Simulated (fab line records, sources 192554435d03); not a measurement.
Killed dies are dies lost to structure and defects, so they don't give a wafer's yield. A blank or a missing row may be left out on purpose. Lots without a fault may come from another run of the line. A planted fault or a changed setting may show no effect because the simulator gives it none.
A struck lot beside a sound one | flow n5_finfet | 15 steps out of a route of 1938
Sound: wafers L890.1, L890.2, L890.4. Struck: wafer L895.5. (L895.3, L895.6 of the same lot were not struck and are left out.) The cause comes at the end.
At each step with rows: each side's tool, then ch and its chambers, then its first start. Under that, the readings that differ: sound wafers | struck wafers | difference of the means | sigmas: that difference in standard deviations of wafers without a fault.
alike: readings whose means differ by less than 2 such deviations, and words and numbers that are the same on both sides. not compared: withheld readings, readings that some wafer has no value for, bounds like >300 that may hide the same value, and numbers for which the record gives no deviation and whose values overlap.
The two part at a step that has a row with sigmas, a row that says differs or no value, or rows on one side only. Numbers that don't overlap but have no deviation are shown without sigmas and don't part them. A reading that every wafer of one side lacks parts them only if that side has two wafers or more.

first, 1 step without rows for these wafers: N5_BEOL_M3_SPUTTER_92 (material Cu, target thk 4.5 nm, time 8.29 s).
N5_BEOL_M3_ANNEAL_93: time 240 s.
  sound on pvd_sputter-03, day 9 01:37; struck on pvd_sputter-01, day 10 15:28
  alike: heater_power_w
then, 1 step without rows for these wafers: N5_BEOL_M3_SPUTTER_94 (material Cu, target thk 4.5 nm, time 8.29 s).
N5_BEOL_M3_ANNEAL_95: time 240 s.
  sound on pvd_sputter-03, day 9 01:50; struck on pvd_sputter-01, day 10 15:41
  alike: heater_power_w
N5_BEOL_M3_SPUTTER_96: material Cu, target thk 4.5 nm, time 8.29 s.
  sound on pvd_sputter-03, day 9 01:59; struck on pvd_sputter-01, day 10 15:49
  alike: chuck_gas_flow_sccm, throttle_valve_pct
then, 2 steps without rows for these wafers: N5_BEOL_M3_ECD_50 (material Cu, target thk 300 nm); N5_BEOL_M3_ANNEAL_51 (time 90 s).
N5_BEOL_M3_CMP_52: polishes, stops on SiOC, t overpolish 6.8 s, target thk 40 nm.
  sound on cmp-04 ch 0,1,3, day 9 02:28; struck on cmp-04 ch 0, day 10 16:31
  alike: barrier_field_endpoint_s, clearing_platen_down_force_psi, motor_current_A, overpolish_run_s, slurry_filter_dp_kPa, time_to_endpoint_s
N5_BEOL_M3_THK_MEAS_53: measures by xrf.
  sound on film_metro-01, day 9 02:46; struck on film_metro-01, day 10 16:44
  alike: M3_THK
N5_BEOL_M3_PRE_CLEAN_60: time 15 s.
  sound on cvd_co-02 ch 0,2, day 9 02:48; struck on cvd_co-01 ch 2, day 10 16:46
  reading            | sound    | struck | difference | sigmas
  heater_power_w (W) | 88 86 89 | 71     | -17        | -2
then, 2 steps without rows for these wafers: N5_BEOL_M3_CO_CAP_55 (material Co, precursor CCTBA/H2, target thk 2 nm, time 102.1 s); N5_BEOL_M3_PRE_CLEAN_56 (time 15 s).
N5_BEOL_M3_DEP_57: deposits SiCN from 3MS/NH3, target thk 8 nm, time 14 s.
  sound on pecvd-02 ch 0,1, day 9 02:58; struck on pecvd-02 ch 1, day 10 16:56
  reading                                  | sound     | struck | difference | sigmas
  model.SiCN_of_BEOL_M3_DEP_57.thk_nm (nm) | 7.8 7.8 8 | 3.4    | -4.5       |
  alike: chamber_pressure_Torr, showerhead_plenum_p_Torr, throttle_valve_pct
N5_BEOL_M3_RS_MEAS_58: measures by four-point-probe.
  sound on film_metro-02, day 9 03:02; struck on film_metro-01, day 10 17:00
  alike: M3_RS
N5_BEOL_M4_RC_MEAS_101:
  sound on prober-01 ch 0, day 9 10:06; struck on prober-01 ch 0, day 11 02:27
  alike: DIBL_N, DIBL_P, IOFF_N, IOFF_P, ION_N, ION_P, SS_N, SS_P, VT_N, VT_P

WHERE THEY PART
Only at N5_BEOL_M3_PRE_CLEAN_60, within this record. Later steps at which nothing parts them and some readings are alike: N5_BEOL_M3_DEP_57, N5_BEOL_M3_RS_MEAS_58, N5_BEOL_M4_RC_MEAS_101.

WHY: what the simulator had put in
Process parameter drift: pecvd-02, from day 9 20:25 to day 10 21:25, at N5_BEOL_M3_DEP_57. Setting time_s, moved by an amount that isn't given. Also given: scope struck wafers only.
